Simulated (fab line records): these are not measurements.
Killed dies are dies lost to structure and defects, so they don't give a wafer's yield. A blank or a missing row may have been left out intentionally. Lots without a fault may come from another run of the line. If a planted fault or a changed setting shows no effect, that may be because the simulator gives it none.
Chamber matching	flow n5_finfet	N5_BEOL_M9_ALD_74 on ald_metal-02 has 4 sister chambers
The step deposits TaN, target thk 2 nm, pulse time 2 s, purge time 3 s. 8 wafers are shown with their chamber, then 8 later ones without.

== WAFERS WITH THEIR CHAMBER ==
wafer	chamber	heater_power_w (W)	heater_power_outer_w (W)
L077.3	3	373	210
L082.1	1	403	236
L082.5	3	387	212
L082.6	2	407	227
L083.4	0	371	215
L083.5	2	414	228
L083.6	1	404	238
L086.1	0	363	216

== WAFERS WITH NO CHAMBER GIVEN ==
wafer	heater_power_w (W)	heater_power_outer_w (W)
L086.2	409	226
L086.3	418	226
L085.2	404	232
L085.4	415	230
L085.6	369	218
L094.1	369	220
L094.3	383	208
L094.4	409	229

== EACH ONE'S CHAMBER ==
wafer	from the rows above	in truth
L086.2	2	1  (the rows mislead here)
L086.3	2	2
L085.2	can't be placed: 2 or 1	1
L085.4	2	2
L085.6	0	0
L094.1	0	0
L094.3	3	3
L094.4	2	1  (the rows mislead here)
Correctly placed: 5 of 8. From these rows, 1 cannot be placed; in 1 the true chamber is one of the candidates. 2 placed wrongly.
How it was worked out, from the rows above alone: a wafer's distance from a chamber is the root of the sum, over the readings, of the square of ((its reading less the chamber's mean) divided by the reading's scatter). If the next closest chamber is less than 2 further off than the closest, the wafer can't be placed; otherwise it belongs to the closest. A chamber's mean is the mean of its shown wafers. How the scatter is found: for the shown wafers, subtract from each reading the mean of its chamber, square and add these, divide the total by (wafers less chambers), then take the root.
